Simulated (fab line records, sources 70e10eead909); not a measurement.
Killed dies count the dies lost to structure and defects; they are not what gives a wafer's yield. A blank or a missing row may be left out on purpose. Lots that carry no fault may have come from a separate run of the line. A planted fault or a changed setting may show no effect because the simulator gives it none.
Matching of chambers + flow nand-harc + NHARC_P_M1_STRIP_18 on rie-diel-07: 4 sister chambers
The step strips in N2/H2. 8 wafers are shown with their chamber, then 12 later ones without.

## WAFERS WITH THEIR CHAMBER
| wafer  | chamber | showerhead-plenum-p-Torr (Torr) | drypump-motor-current-A (A) |
|--------|---------|---------------------------------|-----------------------------|
| L081.5 | 3       | 2.13                            | 5.81                        |
| L086.4 | 3       | 2.12                            | 5.81                        |
| L093.2 | 0       | 2.03                            | 5.42                        |
| L093.3 | 1       | 2.09                            | 6.02                        |
| L093.6 | 2       | 1.94                            | 6.19                        |
| L094.1 | 1       | 2.09                            | 5.99                        |
| L094.3 | 2       | 1.94                            | 6.19                        |
| L094.4 | 0       | 2.03                            | 5.42                        |

## WAFERS WITH NO CHAMBER GIVEN
| wafer  | showerhead-plenum-p-Torr (Torr) | drypump-motor-current-A (A) |
|--------|---------------------------------|-----------------------------|
| L096.1 | 2.09                            | 6.01                        |
| L096.2 | 1.94                            | 6.19                        |
| L096.4 | 2.03                            | 5.42                        |
| L096.3 | 2.12                            | 5.84                        |
| L096.5 | 2.03                            | 5.42                        |
| L096.6 | 2.09                            | 5.98                        |
| L095.2 | 1.94                            | 6.19                        |
| L095.3 | 2.03                            | 5.42                        |
| L095.5 | 2.09                            | 5.99                        |
| L097.1 | 1.94                            | 6.18                        |
| L097.3 | 2.09                            | 6.00                        |
| L097.4 | 2.03                            | 5.41                        |

## THE CHAMBER EACH PASSED THROUGH
| wafer  | from the rows above | in truth |
|--------|---------------------|----------|
| L096.1 | 1                   | 1        |
| L096.2 | 2                   | 2        |
| L096.4 | 0                   | 0        |
| L096.3 | 3                   | 3        |
| L096.5 | 0                   | 0        |
| L096.6 | 1                   | 1        |
| L095.2 | 2                   | 2        |
| L095.3 | 0                   | 0        |
| L095.5 | 1                   | 1        |
| L097.1 | 2                   | 2        |
| L097.3 | 1                   | 1        |
| L097.4 | 0                   | 0        |
12 of 12 placed correctly. Not placeable from these rows: 0. Placed wrongly: 0.
How it was worked out, from the rows above alone: a wafer's distance from a chamber is the root of the sum, over the readings, of the square of ((its reading less the chamber's mean) divided by the reading's scatter). If the next closest chamber is less than 2 further off than the closest, the wafer can't be placed; otherwise it belongs to the closest. The mean given for a chamber averages the wafers shown for that chamber. The scatter: the root of (the sum of the squares of (reading less its chamber's mean) over the shown wafers, divided by (wafers less chambers)).
